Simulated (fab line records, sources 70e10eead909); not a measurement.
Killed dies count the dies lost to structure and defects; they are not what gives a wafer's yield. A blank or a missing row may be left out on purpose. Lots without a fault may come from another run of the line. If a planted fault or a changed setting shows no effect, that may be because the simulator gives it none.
Which tool is to blame? / flow nandHarc / 10 lots, 30 wafers sampled, at 2 steps of a route of 1302

## WHAT EACH GAUGE READ, for each wafer
NHARC_P_M0_OVL_MEAS_10: pitch 180 nm.
lot=L186; measured=day 7 09:53; on=overlay-02; overlayXNm (nm)=0.1 0.3 0.1
lot=L191; measured=day 9 15:43; on=overlay-01; overlayXNm (nm)=1.6 1.2 1.6
lot=L197; measured=day 11 23:59; on=overlay-02; overlayXNm (nm)=-0.4 -0.1 -1.0
lot=L198; measured=day 12 05:47; on=overlay-02; overlayXNm (nm)=-0.2 0.3 0.2
lot=L199; measured=day 12 11:38; on=overlay-01; overlayXNm (nm)=-1.4 -1.3 -1.2
lot=L201; measured=day 13 16:28; on=overlay-01; overlayXNm (nm)=0.1 0.1 -0.5
lot=L203; measured=day 14 06:08; on=overlay-02; overlayXNm (nm)=0.5 0.0 -0.7
lot=L204; measured=day 15 06:04; on=overlay-02; overlayXNm (nm)=0.0 -0.3 0.4
lot=L205; measured=day 15 11:05; on=overlay-02; overlayXNm (nm)=0.2 -0.5 0.0
lot=L206; measured=day 15 17:38; on=overlay-01; overlayXNm (nm)=-0.3 -0.7 -0.2

## TOOL THAT RAN EACH LOT (tool first, then ch and the chambers of the sampled wafers, then the start)
lot=L186; NHARC_P_CONTACT_ETCH_31=rieDiel-11 ch 0,1, day 7 09:53 or earlier
lot=L191; NHARC_P_CONTACT_ETCH_31=rieDiel-11 ch 0,3, day 9 15:43 or earlier
lot=L197; NHARC_P_CONTACT_ETCH_31=rieDiel-10 ch 1,2,3, day 11 23:59 or earlier
lot=L198; NHARC_P_CONTACT_ETCH_31=rieDiel-10 ch 1,2,3, day 12 05:47 or earlier
lot=L199; NHARC_P_CONTACT_ETCH_31=rieDiel-11 ch 0,1, day 12 11:38 or earlier
lot=L201; NHARC_P_CONTACT_ETCH_31=rieDiel-06 ch 0,1,2, day 13 16:28 or earlier
lot=L203; NHARC_P_CONTACT_ETCH_31=rieDiel-10 ch 0,2, day 14 06:08 or earlier
lot=L204; NHARC_P_CONTACT_ETCH_31=rieDiel-10 ch 0,1,3, day 15 06:04 or earlier
lot=L205; NHARC_P_CONTACT_ETCH_31=rieDiel-06 ch 0,1,2, day 15 11:05 or earlier
lot=L206; NHARC_P_CONTACT_ETCH_31=rieDiel-06 ch 0,3, day 15 17:38 or earlier
- NHARC_P_CONTACT_ETCH_31: etches the open film in CH3F/O2, target depth 30 nm, time 85.7 s.

## THE ANSWER, worked out from the rows above alone
Rule: what is usual is taken from the lots themselves. Put in order of their means at a reading, lots are off if they are a third of the lots or fewer, leave a main group of 4 or more, and stand apart from it by a gap of 3 or more times the standard deviation of the main group's means; of several such gaps the widest counts. A main group is skipped when, at the precision printed for the reading in the tables above, its means are all equal. A lot without any number at a reading at which 4 lots or more have one is off too. Where the step has rows for the other lots, those lots are counted as sound.
Off: L191, at NHARC_P_M0_OVL_MEAS_10 (overlayXNm). For the main group the mean is -0.2 nm and the standard deviation 0.43.
A tool fits if, at a process step before that reading, it ran every lot that is off, and no sound lot after the first of them. Gauges at NHARC_P_M0_OVL_MEAS_10: tried the same way as those tools. NHARC_P_CONTACT_ETCH_31 gives no start for some lots, so the hours and the order of its lots are those of NHARC_P_M0_OVL_MEAS_10. None of those tried fits.

## WHAT THE SIMULATOR PUT IN
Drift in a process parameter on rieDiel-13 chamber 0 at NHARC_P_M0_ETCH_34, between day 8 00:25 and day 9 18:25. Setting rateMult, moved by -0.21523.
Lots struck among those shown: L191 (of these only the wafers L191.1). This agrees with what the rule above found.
